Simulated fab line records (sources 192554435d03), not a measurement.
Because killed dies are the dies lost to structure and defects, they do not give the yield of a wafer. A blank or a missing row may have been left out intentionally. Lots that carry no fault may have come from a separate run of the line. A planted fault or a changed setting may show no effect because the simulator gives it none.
fab line records + flow n5-finfet
record
- lots=4
- wafers=12
- last-day=17
route steps=1938 shown DUMMY_GATE@247 SPACER0@258 SD_EPI_N@262 SD_EPI_P@326 BEOL_M4@1111 PASSIVATION@1936
lots that met no fault: from a run of the same line without faults
start-h: hours from the record's opening day to when the first of the lot's shown wafers began + wait-h: hours from the lot's prior step to this one + " as in the row above + L1.1+2: a row that stands for several wafers + - value missing, or start not given + * or withheld: withheld + < > ~ a bound
route shown NAME@n: a module of which the file shows steps, and the number in the route of the first + usual: average and standard deviation across the fault-free wafers + same: alike in all rows + chamber/n: place in a boat + sites: readings site by site + _std_site: the values' standard deviation + _edge_site: the outer-site mean with the inner-site mean subtracted + radius-mm: for every site, how far away it sits from the centre of the wafer + mask NAME#n: copy n + behind: the last tool/chamber to shape the wafer + hold: why the lot was held/for how many hours/how that ended + device: names the non-switching transistor (n, p or np) + end of line: the route-end tests of the same wafers + a step without rows: its recipe alone + killed: the dies lost at the first sort to structure and to defects; this is not the yield of the wafer + map: the dies of a wafer, with x for killed, . for not killed, _ for no die there
set.NAME: setting as actually run; set.NAME@STEP: the setting as run at that earlier step + model.NAME: the simulator's own value behind a step, which no gauge read
a table for each step, a row for each wafer; lots at some steps of the route
services: when a tool's chamber went out of use (start-h, in hours from the record's first day, below 0 if earlier), for how many hours, and the reason
## steps
# step N5_DUMMY_GATE_ETCH_23
# recipe
- chemistry=HBr/Cl2/O2
- HBr_flow_sccm=150
- Cl2_flow_sccm=80
- O2_flow_sccm=12
- bias-w=102
- target-depth-a=410
- time-s=22.3
- target=poly-Si
- mask-material=SiO2
- pressure-mtorr=10
- icp-w=800
# step N5_DUMMY_GATE_ETCH_44
# recipe
- chemistry=HBr/O2
- over-etch-frac=0.7
- target-depth-a=1275
- stop-on=SiO2
- ion-energy-ev=60
- bias-w=20
- target=poly-Si
- mask-material=SiO2
- pressure-mtorr=20
- icp-w=400
- HBr_flow_sccm=120
- O2_flow_sccm=10
# step N5_DUMMY_GATE_ETCH_42
# recipe
- chemistry=CHF3/O2
- target=SiO2
- target-depth-a=35
- time-s=31
- ion-energy-ev=30
- bias-w=12
- pressure-mtorr=30
- source-w=600
- Ar_flow_sccm=200
- CHF3_flow_sccm=50
- O2_flow_sccm=5
# step N5_DUMMY_GATE_STRIP_48
# recipe
- chemistry=N2/H2
- time-s=20
- power-w=100
- temp-c=40
- pressure-mtorr=100
- rf-frequency-hz=6e+07
- bias-power-w=3
- n2-flow-sccm=300
- h2-flow-sccm=300
# step N5_DUMMY_GATE_PRECLEAN_33
# recipe
- chemistry=dHF
- time-s=10
- dilution=750:1
- temp-c=25
# step N5_DUMMY_GATE_PRECLEAN_25
# recipe
- chemistry=O3/DIW
- time-s=45
- temp-c=22
- o3-ppm=10
# step N5_DUMMY_GATE_PRECLEAN_51
# recipe
- chemistry=SC2
- time-s=45
- temp-c=35
- mix=1:1:50
# step N5_DUMMY_GATE_SRD_26
# recipe
- dry=ipa-marangoni
- time-s=30
- temp-c=23
- rinse-liquid=diw
# step N5_DUMMY_GATE_UV_OZONE_45
# recipe
- time-s=120
- pressure-torr=760
- temp-c=25
# step N5_SPACER0_ALD_07
# recipe
- material=SiNx
- target-thk-a=20
- temp-c=400
- ald-precursor-family=SiH2I2
- ald-co-reactant=N2/H2-plasma
- pressure-torr=2
# step N5_SPACER0_ALD_00
# recipe
- material=SiOCN
- target-thk-a=35
- temp-c=400
- ald-precursor-family=alkyl-aminosilane
- ald-co-reactant=O2/N2-plasma
- pulse-time-s=3
- purge-time-s=2
- co-reactant-purge-time-s=2
- ald-cycles=58
- pressure-torr=2
# usual
- ald-cycles=58/0
- heater-power-outer-w=524/83
- heater-power-w=856/140
- precursor-pulse-height-rel=0.997/0.019
# same
- co-reactant-purge-time-s=2
| lot.wafer | tool       | chamber | start-h | wait-h | ald-cycles | heater-power-outer-w | heater-power-w | precursor-pulse-height-rel | model.SiOCN_of_SPACER0_ALD_00.thk-nm |
|-----------|------------|---------|---------|--------|------------|----------------------|----------------|----------------------------|--------------------------------------|
| L976.3    | ald-sin-04 | 1       | 102.84  | 0.1    | 58         | 470                  | 746            | 1.001                      | 3.4                                  |
| L976.4    | "          | 2       | "       | "      | 35         | 360                  | 589            | 1.002                      | 2                                    |
| L976.6    | "          | 0       | "       | "      | 58         | 664                  | 1100           | 1.028                      | 3.6                                  |
| L978.1    | ald-sin-04 | 0       | 117.54  | 0.1    | 58         | 657                  | 1110           | 0.977                      | 3.4                                  |
| L978.2    | "          | 2       | "       | "      | 35         | 355                  | 591            | 0.982                      | 2.2                                  |
| L978.4    | "          | 3       | "       | "      | 35         | 477                  | 745            | 1.012                      | 2.2                                  |
| L987.1    | ald-sin-02 | 2       | 168.50  | 0.1    | 58         | 478                  | 797            | 1.025                      | 3.6                                  |
| L987.3    | "          | 3       | "       | "      | 58         | 482                  | 810            | 0.978                      | 3.4                                  |
| L987.6    | "          | 2       | "       | "      | 58         | 480                  | 808            | 0.975                      | 3.6                                  |
| L988.2    | ald-sin-04 | 3       | 175.25  | 0.1    | 58         | 490                  | 750            | 1.014                      | 3.6                                  |
| L988.4    | "          | 2       | "       | "      | 58         | 361                  | 602            | 1.033                      | 3.4                                  |
| L988.5    | "          | 3       | "       | "      | 58         | 478                  | 748            | 1.008                      | 3.6                                  |
# step N5_SPACER0_ALD_08
# recipe
- material=SiNx
- target-thk-a=20
- temp-c=400
- ald-precursor-family=SiH2I2
- ald-co-reactant=N2/H2-plasma
- pressure-torr=2
# step N5_SD_EPI_N_COAT_32
# recipe
- resist=SOC
- temp-c=250
- time-s=60
- spin-rpm=1500
- resist-thk-nm=350
# step N5_SD_EPI_N_COAT_33
# recipe
- resist=SiARC
- temp-c=220
- time-s=60
- spin-rpm=1500
- resist-thk-nm=35
# step N5_SD_EPI_N_COAT_03
# recipe
- resist=CAR-ArF-block
- spin-rpm=1500
- resist-thk-nm=150
# step N5_SD_EPI_N_EBR_05
# recipe
- solvent=PGMEA
- ebr-width-mm=1.5
# step N5_SD_EPI_N_SOFTBAKE_04
# recipe
- temp-c=110
- time-s=60
- resist=CAR-ArF-block
# step N5_SD_EPI_N_EXPOSE_06
# recipe
- mask-id=SD_N_BLK
- na=1.35
- source-shape=conventional
- sigma-outer=0.8
- polarization=unpolarized
- target-cd-nm=120
- dose-mj=39.75
# step N5_SD_EPI_N_PEB_07
# recipe
- peb-temp-c=110
- peb-time-s=60
- resist=CAR-ArF-block
# step N5_SD_EPI_N_DEVELOP_08
# recipe
- develop-time-s=30
- developer=TMAH
- resist=CAR-ArF-block
- dev-temp-c=23
- rinse-liquid=diw
- dry=air-spin
# step N5_SD_EPI_N_DESCUM_14
# recipe
- chemistry=O2
- time-s=7.9
- source-power-w=50
- bias-power-w=20
- pressure-mtorr=20
- rf-frequency-hz=2.712e+07
- temp-c=40
- resist=CAR-ArF-block
- o2-flow-sccm=225
# step N5_SD_EPI_N_ETCH_34
# recipe
- chemistry=CF4
- target=SiARC
- target-depth-a=455
- mask-material=CAR-ArF-block
- time-s=75.8
- ion-energy-ev=80
- pressure-mtorr=40
- source-w=545
- bias-w=36
- Ar_flow_sccm=100
- cf4-flow-sccm=100
- ends=cleared
# step N5_SD_EPI_N_ETCH_35
# recipe
- chemistry=N2/H2
- target=SOC
- overetch-a=1080
- mask-material=SiARC
- temp-c=40
- ion-energy-ev=100
- source-w=3000
- bias-w=133
- pressure-mtorr=20
- time-s=486
- n2-flow-sccm=200
- h2-flow-sccm=200
# step N5_SD_EPI_N_STRIP_36
# recipe
- chemistry=N2/H2
- temp-c=40
- n2-flow-sccm=200
- h2-flow-sccm=200
- rf-frequency-hz=6e+07
# step N5_SD_EPI_N_ETCHBACK_44
# recipe
- chemistry=CH3F/O2
- mode=anisotropic-etchback
- target=SiNx
- target-depth-a=145
- stop-on=SiO2
- over-etch-frac=0.3
- ion-energy-ev=120
- pressure-mtorr=30
- source-w=395
- bias-w=73
- Ar_flow_sccm=150
- CH3F_flow_sccm=30
- O2_flow_sccm=20
# step N5_SD_EPI_N_ETCH_45
# recipe
- chemistry=CH3F/O2
- target=SiOCN
- target-depth-a=60
- mask-material=SOC
- ion-energy-ev=60
- bias-w=29
- pressure-mtorr=15
- source-w=410
- Ar_flow_sccm=150
- CH3F_flow_sccm=30
- O2_flow_sccm=20
# step N5_SD_EPI_N_ETCH_16
# recipe
- chemistry=CHF3/O2
- target=SiO2
- target-depth-a=50
- mask-material=SOC
- pressure-mtorr=30
- source-w=650
- bias-w=170
- Ar_flow_sccm=200
- CHF3_flow_sccm=50
- O2_flow_sccm=5
- ion-energy-ev=200
# step N5_SD_EPI_N_STRIP_47
# recipe
- chemistry=CHF3/O2
- resist=SiARC
- rf-frequency-hz=6e+07
# step N5_SD_EPI_N_SD_RECESS_17
# recipe
- chemistry=HBr/Cl2/O2
- target-depth-a=410
- mask-material=SOC
- time-s=23.7
- bt-time-s=3
- pressure-mtorr=10
- icp-w=800
- bias-w=112
- HBr_flow_sccm=150
- Cl2_flow_sccm=80
- O2_flow_sccm=12
# step N5_SD_EPI_N_STRIP_38
# recipe
- chemistry=N2/H2
- power-w=1000
- temp-c=250
- h2-frac=0.65
- overash-fraction=0.3
- pressure-mtorr=withheld
- n2-flow-sccm=1750
- h2-flow-sccm=3250
# step N5_SD_EPI_N_WET_ETCH_43
# recipe
- chemistry=dHF
- dilution=withheld
- time-s=14
- target=SiO2
- target-depth-a=15
- temp-c=25
# step N5_SD_EPI_N_STRIP_18
# recipe
- chemistry=SPM
- time-s=750
- temp-c=130
- h2so4-h2o2-vol-ratio=4
# step N5_SD_EPI_N_SRD_20
# recipe
- dry=ipa-marangoni
- do-ppb=5
- time-s=30
- temp-c=23
- rinse-liquid=diw
# step N5_SD_EPI_N_PRECLEAN_48
# recipe
- chemistry=NF3:NH3
- afs-cycles=2
- temp-c=30
- time-s=20
- sublimation-temp-c=180
- sublimation-time-s=60
- pressure-torr=3
- rf-power-w=30
# step N5_SD_EPI_N_VAPOR_ETCH_50
# recipe
- chemistry=HCl
- target=Si
- temp-c=775
- time-s=54
- pressure-torr=20
- mode=isotropic
# step N5_SD_EPI_N_EPI_21
# recipe
- material=Si:P
- dopant=P
- temp-c=680
- pressure-torr=255
- time-s=690
# step N5_SD_EPI_P_PRECLEAN_32
# recipe
- chemistry=dHF
- time-s=10
- dilution=500:1
- temp-c=25
# same
- time-s=10
| lot.wafer  | tool         | chamber | start-h | wait-h | model.SiOCN_of_SPACER0_ALD_00.thk-nm |
|------------|--------------|---------|---------|--------|--------------------------------------|
| L976.3+6   | wet-bench-06 | 0,2     | 112.08  | 0.0    | 3.4                                  |
| L976.4     | "            | 1       | "       | "      | 2                                    |
| L978.1     | wet-bench-05 | 7       | 128.01  | 0.0    | 3.4                                  |
| L978.2+4   | "            | 4,1     | "       | "      | 2                                    |
| L987.1+3+6 | wet-bench-02 | 7,1,3   | 177.43  | 0.0    | 3.4                                  |
| L988.2+4+5 | wet-bench-06 | 7,3,1   | 184.81  | 0.0    | 3.4                                  |
# step N5_BEOL_M4_RC_MEAS_101
# usual
- DIBL_N=36.3/1.7
- DIBL_P=36.0/1.9
- IOFF_N=0.156/0.028
- IOFF_N_85C=3.1/0.46
- IOFF_N_LIN=0.073/0.011
- IOFF_P=0.21/0.036
- IOFF_P_85C=3.6/0.51
- IOFF_P_LIN=0.098/0.014
- ION_N=675/11
- ION_P=463/7.8
- REXT_N=74.9/1.6
- REXT_P=99.7/2.4
- SS_N=71.6/0.59
- SS_P=73.2/0.63
- VT_N=250/3.1
- VT_N_LVT=98.4/2.9
- VT_P=-251/3.4
- VT_P_LVT=-98.8/2.7
| lot.wafer | tool      | chamber | start-h | wait-h | DIBL_N[mV/V] | DIBL_P[mV/V] | IOFF_N[nA/um] | IOFF_N_85C[nA/um] | IOFF_N_LIN[nA/um] | IOFF_P[nA/um] | IOFF_P_85C[nA/um] | IOFF_P_LIN[nA/um] | ION_N[uA/um] | ION_P[uA/um] | REXT_N[ohm.um] | REXT_P[ohm.um] | SS_N[mV/dec] | SS_P[mV/dec] | VT_N[mV] | VT_N_LVT[mV] | VT_P[mV] | VT_P_LVT[mV] |
|-----------|-----------|---------|---------|--------|--------------|--------------|---------------|-------------------|-------------------|---------------|-------------------|-------------------|--------------|--------------|----------------|----------------|--------------|--------------|----------|--------------|----------|--------------|
| L976.3    | prober-02 | 0       | 210.09  | 0.3    | 36.9         | 35.4         | 0.169         | 3.3               | 0.080             | 0.21          | 3.8               | 0.104             | 687          | 470          | 75.0           | 99.4           | 71.5         | 72.6         | 245      | 95.1         | -249     | -96.7        |
| L976.4    | "         | 0       | "       | "      | 46.2         | 44.1         | 0.433         | 7.2               | 0.170             | 0.54          | 8.1               | 0.220             | 736          | 511          | 65.6           | 86.4           | 73.1         | 74.9         | 233      | 80.1         | -231     | -80.0        |
| L976.6    | "         | 0       | "       | "      | 36.1         | 34.5         | 0.153         | 3.1               | 0.074             | 0.19          | 3.4               | 0.096             | 677          | 464          | 76.3           | 98.7           | 71.3         | 72.9         | 250      | 96.4         | -248     | -96.9        |
| L978.1    | prober-01 | 0       | 229.86  | 0.0    | 36.8         | 35.1         | 0.155         | 3.1               | 0.072             | 0.17          | 3.1               | 0.084             | 680          | 458          | 72.5           | 103.4          | 71.3         | 73.2         | 251      | 97.3         | -255     | -102.6       |
| L978.2    | "         | 0       | "       | "      | 47.3         | 45.1         | 0.422         | 7.1               | 0.160             | 0.51          | 7.6               | 0.199             | 738          | 497          | 63.2           | 87.9           | 73.7         | 74.8         | 238      | 82.8         | -236     | -85.0        |
| L978.4    | "         | 0       | "       | "      | 44.9         | 42.8         | 0.314         | 5.5               | 0.126             | 0.42          | 6.6               | 0.177             | 723          | 499          | 63.6           | 87.7           | 73.1         | 74.7         | 240      | 86.6         | -237     | -86.5        |
| L987.1    | prober-02 | 0       | 298.84  | 0.0    | 37.3         | 36.0         | 0.163         | 3.2               | 0.079             | 0.22          | 3.8               | 0.107             | 689          | 471          | 74.7           | 99.9           | 72.2         | 73.0         | 245      | 98.4         | -244     | -98.5        |
| L987.3    | "         | 0       | "       | "      | 38.2         | 36.4         | 0.174         | 3.4               | 0.081             | 0.22          | 3.8               | 0.107             | 690          | 472          | 73.7           | 101.5          | 72.4         | 73.1         | 249      | 97.9         | -248     | -98.6        |
| L987.6    | "         | 0       | "       | "      | 36.4         | 34.6         | 0.144         | 2.8               | 0.069             | 0.20          | 3.5               | 0.098             | 679          | 469          | 73.8           | 101.1          | 72.0         | 73.1         | 249      | 101.0        | -250     | -100.3       |
| L988.2    | prober-01 | 0       | 298.89  | 0.2    | 35.6         | 33.2         | 0.121         | 2.5               | 0.058             | 0.18          | 3.2               | 0.093             | 673          | 459          | 78.6           | 98.6           | 71.5         | 72.8         | 254      | 102.0        | -252     | -98.6        |
| L988.4    | "         | 0       | "       | "      | 36.3         | 36.1         | 0.139         | 2.8               | 0.066             | 0.22          | 3.8               | 0.107             | 681          | 472          | 77.3           | 96.0           | 71.4         | 72.8         | 254      | 99.6         | -248     | -96.0        |
| L988.5    | "         | 0       | "       | "      | 38.0         | 37.4         | 0.165         | 3.2               | 0.075             | 0.24          | 4.1               | 0.112             | 673          | 470          | 78.4           | 96.3           | 71.2         | 73.8         | 251      | 98.0         | -249     | -95.0        |
# step N5_PASSIVATION_PROBE_49
# usual
- defect-limited-yield=91.5/1.5
- killed_at_M0_to_M3=30/11
- killed_at_M4_up=13/4.9
- killed-at-contacts=14/6.5
- killed-at-front-end=40/11
- killed-at-other=3.3/2.7
- killed-dies=100/18
- killed-open=67/14
- killed-short=32/7.8
- sort_bin_4_leakage=0.00/0.0073
- sort_bin_5_function=5.0/0.97
- sort_bin_6_memory=3.2/0.75
- sort-n-pass=1080/18
- sort-yield-pct=91.5/1.5
# same
- gross-dies=1180
- killed-at-back-side=0
- sort_bin_8_speed[%]=0
| lot.wafer | tool      | chamber | start-h | wait-h | defect-limited-yield[%] | killed_at_M0_to_M3 | killed_at_M4_up | killed-at-contacts | killed-at-front-end | killed-at-other | killed-dies | killed-open | killed-short | sort_bin_4_leakage[%] | sort_bin_5_function[%] | sort_bin_6_memory[%] | sort-n-pass | sort-yield-pct[%] |
|-----------|-----------|---------|---------|--------|-------------------------|--------------------|-----------------|--------------------|---------------------|-----------------|-------------|-------------|--------------|-----------------------|------------------------|----------------------|-------------|-------------------|
| L976.4    | prober-01 | -       | 327.16  | 0.2    | 91.1                    | 24                 | 21              | 9                  | 49                  | 2               | 105         | 60          | 40           | 27.97                 | 5.4                    | 2.4                  | 745         | 63.1              |
| L978.1    | prober-01 | -       | 332.84  | 0.0    | 88.8                    | 25                 | 21              | 14                 | 67                  | 5               | 132         | 77          | 55           | 0                     | 6.6                    | 4.0                  | 1048        | 88.8              |
| L978.2    | prober-01 | -       | 332.89  | 0.1    | 89.4                    | 39                 | 12              | 19                 | 53                  | 2               | 125         | 74          | 51           | 33.90                 | 6.3                    | 3.9                  | 655         | 55.5              |
| L978.4    | prober-01 | -       | 332.99  | 0.2    | 92.1                    | 22                 | 17              | 17                 | 32                  | 5               | 93          | 59          | 34           | 2.12                  | 3.7                    | 3.5                  | 1062        | 90.0              |
| L988.2    | prober-01 | -       | 399.02  | 0.1    | 91.9                    | 40                 | 4               | 16                 | 28                  | 7               | 95          | 67          | 28           | 0                     | 5.3                    | 2.5                  | 1085        | 91.9              |
| L988.4    | prober-01 | -       | 399.12  | 0.2    | 93.8                    | 27                 | 7               | 8                  | 31                  | 0               | 73          | 46          | 27           | 0                     | 4.0                    | 2.0                  | 1107        | 93.8              |
| L988.5    | prober-01 | -       | 399.17  | 0.2    | 93.0                    | 31                 | 11              | 17                 | 20                  | 4               | 83          | 58          | 23           | 0                     | 4.6                    | 2.5                  | 1097        | 93.0              |
# killed by level:class
L976.4 FIN_SAQP:geometric-particle:short=11 BEOL_M4:geometric-particle:open=8 STI_FIN_REVEAL:geometric-particle:open=7 DUMMY_GATE:geometric-particle:open=7 BEOL_M2:geometric-particle:open=7 MOL_CONTACT_COAG:geometric-particle:open=6 BEOL_M0_SAQP:geometric-particle:short=5 STARTING-WAFER:geometric-particle:open=5
L978.1 FIN_SAQP:geometric-particle:short=17 STI_FIN_REVEAL:geometric-particle:open=12 MOL_CONTACT_COAG:geometric-particle:open=12 GATE_CUT:geometric-particle:short=9 FIN_SAQP:geometric-particle:open=7 BEOL_M1:geometric-particle:open=7 BEOL_M0_SAQP:geometric-particle:open=6 BEOL_M0_SAQP:geometric-particle:short=6
L978.2 FIN_SAQP:geometric-particle:short=17 MOL_CONTACT_COAG:geometric-particle:open=15 BEOL_M0_SAQP:geometric-particle:short=13 STI_FIN_REVEAL:geometric-particle:open=9 BEOL_M0_SAQP:geometric-particle:open=9 BEOL_M3:geometric-particle:open=9 FIN_SAQP:geometric-particle:open=7 GATE_CUT:geometric-particle:short=7
L978.4 MOL_CONTACT_COAG:geometric-particle:open=16 FIN_SAQP:geometric-particle:short=7 STI_FIN_REVEAL:geometric-particle:open=7 BEOL_M0_SAQP:geometric-particle:open=7 BEOL_M7:geometric-particle:open=6 BEOL_M0_SAQP:geometric-particle:short=5 FIN_SAQP:geometric-particle:open=3 GATE_CUT:geometric-particle:short=3
L988.2 MOL_CONTACT_COAG:geometric-particle:open=13 BEOL_M3:geometric-particle:open=11 BEOL_M1:geometric-particle:open=11 STI_FIN_REVEAL:geometric-particle:open=7 BEOL_M0_SAQP:geometric-particle:short=7 STI_FIN_REVEAL:geometric-particle:short=6 FIN_SAQP:geometric-particle:open=4 BEOL_M1:geometric-particle:short=4
L988.4 BEOL_M3:geometric-particle:open=14 FIN_SAQP:geometric-particle:short=6 MOL_CONTACT_COAG:geometric-particle:open=6 FIN_SAQP:geometric-particle:open=5 BEOL_M1:geometric-particle:open=4 BEOL_M4:geometric-particle:open=4 GATE_CUT:geometric-particle:short=4 STARTING-WAFER:geometric-particle:short=4
L988.5 MOL_CONTACT_COAG:geometric-particle:open=16 BEOL_M1:geometric-particle:open=12 BEOL_M3:geometric-particle:open=8 STI_FIN_REVEAL:geometric-particle:open=5 FIN_SAQP:geometric-particle:short=4 BEOL_M0_SAQP:geometric-particle:open=4 DUMMY_GATE:geometric-particle:open=3 STARTING-WAFER:geometric-particle:short=3
# map L976.4 (x killed, . not)
_________________............________________
______________.................._____________
___________..........x..x...x......__________
__________.....................x...x_________
________............x.x...........x..._______
_______...................x.......xxx..______
______..............................x..._____
_____.x....x...x..................x....x.____
____xxx.......................x..x....x...___
___...............x..x.............x.......__
___x..................x.x..................__
__..........x.......x......................._
__..x..................xx..xx....x..x..x...._
_x.........x...........................xx....
_............................................
_...............x.................x..........
_......x......x........x.............x.x.....
_........x....x........x...........x........x
_x....x...x..x........................x.x....
_..x.x........xxx....x..........x............
_......................x..x..................
__xx......x.....................x..........._
__................x....x...............x.x.._
___...............x.............x........x.__
___x..x.............................x......__
____...x..x.....x..........x..............___
_____.............x...........x..........____
______x..x....x........................._____
_______x...............x...x........x..______
________................x.....x......x_______
__________x.........x....x.........._________
___________........................__________
______________....x............._____________
_________________............________________
# map L978.1 (x killed, . not)
_________________............________________
______________..x..............._____________
___________x...............x.......__________
__________......x..........xx....x.x_________
________.........x.......x............_______
_______.......x......x.....x.x..x......______
______.x.xx...x...........x...xx...x...._____
_____..............................x.....____
____..x......x.........x..x.x..........x..___
___.....x...............xx.................__
___...........x..........x......x.x........__
__...........x........x.......xx........x..._
__....x.....x..................x............_
_...........x......x...........x......x......
_...........x...x....................x.......
_...x..x...xx..........x.x........xx..x....x.
_.................x..x.........x.........x...
_.x..x............x.......x............x.x...
_..........................x.................
_.x.x............x.x.x...x..x....xx....x....x
_................x.x.................x.......
__..............xx..x..x......x.x....x....x._
__..x...........xx......xx.................._
___........x..x..........x...xx............__
___.......................................x__
____...x.....x.......x....................___
_____.........x.....................xx...____
______....x..........................x.._____
_______...x..xxx......x................______
________...........xx.x........x......_______
__________........x...x............._________
___________....xx.....x............__________
______________.x......x..x...x.._____________
_________________............________________
## services
| tool       | chamber | start-h | hours | kind       |
|------------|---------|---------|-------|------------|
| ald-sin-02 | -       | 85.25   | 14.0  | pm         |
| ald-sin-02 | 0       | 85.25   | 14.0  | vent-cycle |
| ald-sin-02 | 1       | 85.25   | 14.0  | vent-cycle |
| ald-sin-02 | 2       | 85.25   | 14.0  | vent-cycle |
| ald-sin-02 | 3       | 85.25   | 14.0  | vent-cycle |
| ald-sin-02 | 0       | 99.25   | -     | clean      |
| ald-sin-02 | 1       | 99.25   | -     | clean      |
| ald-sin-02 | 2       | 99.25   | -     | clean      |
| ald-sin-02 | 3       | 99.25   | -     | clean      |
| ald-sin-02 | 1       | 114.16  | 11.5  | repair     |
| ald-sin-02 | 0       | 134.15  | 1.8   | repair     |
| ald-sin-04 | -       | 178.15  | 14.0  | pm         |
| ald-sin-04 | 0       | 178.15  | 14.0  | vent-cycle |
| ald-sin-04 | 1       | 178.15  | 14.0  | vent-cycle |
| ald-sin-04 | 2       | 178.15  | 14.0  | vent-cycle |
| ald-sin-04 | 3       | 178.15  | 14.0  | vent-cycle |
## key
first-sign
- step=N5_SPACER0_ALD_00
- reading=ald-cycles
- direction=down
- sigmas=99+
- usual=*
- struck=*
effect
- step=N5_BEOL_M4_RC_MEAS_101
- reading=IOFF_N
- direction=up
- sigmas=8.3
- usual=0.156
- struck=0.389
effect
- step=N5_BEOL_M4_RC_MEAS_101
- reading=IOFF_P
- direction=up
- sigmas=8
- usual=0.21
- struck=0.49
effect
- step=N5_BEOL_M4_RC_MEAS_101
- reading=IOFF_N_85C
- direction=up
- sigmas=7.7
- usual=3.1
- struck=6.6
effect
- step=N5_BEOL_M4_RC_MEAS_101
- reading=IOFF_P_85C
- direction=up
- sigmas=7.6
- usual=3.6
- struck=7.4
effect
- step=N5_BEOL_M4_RC_MEAS_101
- reading=IOFF_N_LIN
- direction=up
- sigmas=7.2
- usual=0.073
- struck=0.152
effect
- step=N5_BEOL_M4_RC_MEAS_101
- reading=IOFF_P_LIN
- direction=up
- sigmas=7.2
- usual=0.098
- struck=0.199
effect
- step=N5_BEOL_M4_RC_MEAS_101
- reading=REXT_N
- direction=down
- sigmas=6.7
- usual=74.9
- struck=64.1
effect
- step=N5_BEOL_M4_RC_MEAS_101
- reading=DIBL_N
- direction=up
- sigmas=5.8
- usual=36.3
- struck=46.1
effect
- step=N5_BEOL_M4_RC_MEAS_101
- reading=VT_P_LVT
- direction=up
- sigmas=5.6
- usual=-98.8
- struck=-83.8
effect
- step=N5_BEOL_M4_RC_MEAS_101
- reading=ION_N
- direction=up
- sigmas=5.4
- usual=675
- struck=732
effect
- step=N5_BEOL_M4_RC_MEAS_101
- reading=VT_N_LVT
- direction=down
- sigmas=5.3
- usual=98.4
- struck=83.1
effect
- step=N5_BEOL_M4_RC_MEAS_101
- reading=REXT_P
- direction=down
- sigmas=5.1
- usual=99.7
- struck=87.3
effect
- step=N5_PASSIVATION_PROBE_49
- reading=sort_bin_4_leakage
- direction=up
- sigmas=99+
- usual=0.00
- struck=21.33
model-effect
- step=N5_SPACER0_ALD_00
- value=SiOCN_of_SPACER0_ALD_00.thk-nm
- without=3.467
- struck=2.133
model-effect
- step=N5_SD_EPI_P_PRECLEAN_32
- value=SiOCN_of_SPACER0_ALD_00.thk-nm
- without=3.4
- struck=2
met-at N5_SPACER0_ALD_00
struck-wafers L976.4,L978.2,L978.4
fault
- kind=process-parameter-drift
- tool=ald-sin-04
- chamber=-
- onset-h=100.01
- steps=N5_SPACER0_ALD_00
- channel=ald-cycles
- offset=*
- shape=step
- end-h=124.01
- scope=struck-wafers-only
- acts-in=*
- stated=*
